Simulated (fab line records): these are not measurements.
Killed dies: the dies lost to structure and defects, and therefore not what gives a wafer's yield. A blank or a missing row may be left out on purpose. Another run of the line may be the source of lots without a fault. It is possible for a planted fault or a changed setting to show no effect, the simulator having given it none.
Problem report, 8D (eight disciplines) form, completed by code -- flow nand-harc -- the parts of the form that need people (team, actions taken, sign-off) are left out

1. WHAT WENT WRONG
At NHARC_A_ONON_D2_THK_MEAS_11, thk-nm averages 1423 nm over 4 wafers from 3 lots, while fault-free wafers read 1000 nm, standard deviation 10. That puts it +42 standard deviations away from the usual mean.
The step: measures by ellipsometry.
First seen on wafer L830.4, day 15 19:16, on film-metro-02. At this step, 43 wafers from 15 lots have a number in the record. Rule for "out", or "out of limits": more than 4 standard deviations from the usual mean. Any other wafer with a number is counted as sound.

2. WHAT IT IS, WHAT IT ISN'T
question,is,is not
which readings at this step,thk-nm,-
which lots,"L830, L831, L833","L823, L826, L835, L836, L838, L839, L840, L841, L842, L843, L844, L845"
which wafers of those lots,"L830.4, L831.6, L833.4, L833.6","L830.2, L830.5, L831.1"
read on which gauges,film-metro-02,film-metro-01
when,from day 15 19:16,"up to then (8 sound wafers); but 31 sound wafers of L831, L835, L836, L838, L839, L840, L841, L842, L843, L844, L845 came after"

3. WHAT RULES OUT EACH SUSPECT
Counting: any tool at a process step up to the reading remains a suspect provided it ran every lot that is out. Sound lots after the first of them don't rule it out here, since some wafers of a struck lot are sound.
- the gauge at NHARC_A_ONON_D2_THK_MEAS_11 has been ruled out. All the wafers that are out were read on film-metro-02, but those of them that NHARC_END_SORT_01 has rows for are out there too, on other tools.
- pecvd-onon-03 at NHARC_A_ONON_D2_DEP_09 (target thk 1000 nm): kept. It processed each lot that is out (first: L830, day 15 18:49); up to then, its last sound lot is L826 (day 14 00:25).
Left after counting: pecvd-onon-03 at NHARC_A_ONON_D2_DEP_09.

4. THE CAUSE (what the simulator had put in)
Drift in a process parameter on pecvd-onon-03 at NHARC_A_ONON_D2_DEP_09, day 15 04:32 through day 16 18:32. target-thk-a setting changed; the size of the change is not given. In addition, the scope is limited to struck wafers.
Counting left only this tool.

5. SEQUENCE OF EFFECTS, ordered by route
Each row: a reading whose mean over the struck wafers that have a number lies more than 3 standard deviations from the usual. Only readings whose record carries a usual standard deviation are examined. hours: median over the lots of the time between each lot's start at the first step of this table that gives one and its start at this step. sigmas: the change, counted in usual standard deviations.
hours,step,reading,usual,on struck wafers,change,sigmas
0,NHARC_A_ONON_D2_THK_MEAS_11,thk-nm,1000 nm,1423,+423,+42
297,NHARC_END_SORT_01,killed-at-array,55,673,+618,+27
297,NHARC_END_SORT_01,killed-dies,59,677,+618,+27

6. WHAT WOULD HAVE CAUGHT IT SOONER
In this record the first reading out of limits at a measuring or inspecting step was taken at day 15 19:16, 15 hours after the fault began at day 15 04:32.
Lots out: 3; of these, L831, L833 started NHARC_A_ONON_D2_DEP_09 on pecvd-onon-03 after day 15 19:16. A hold on the tool at that time would have spared those 2.
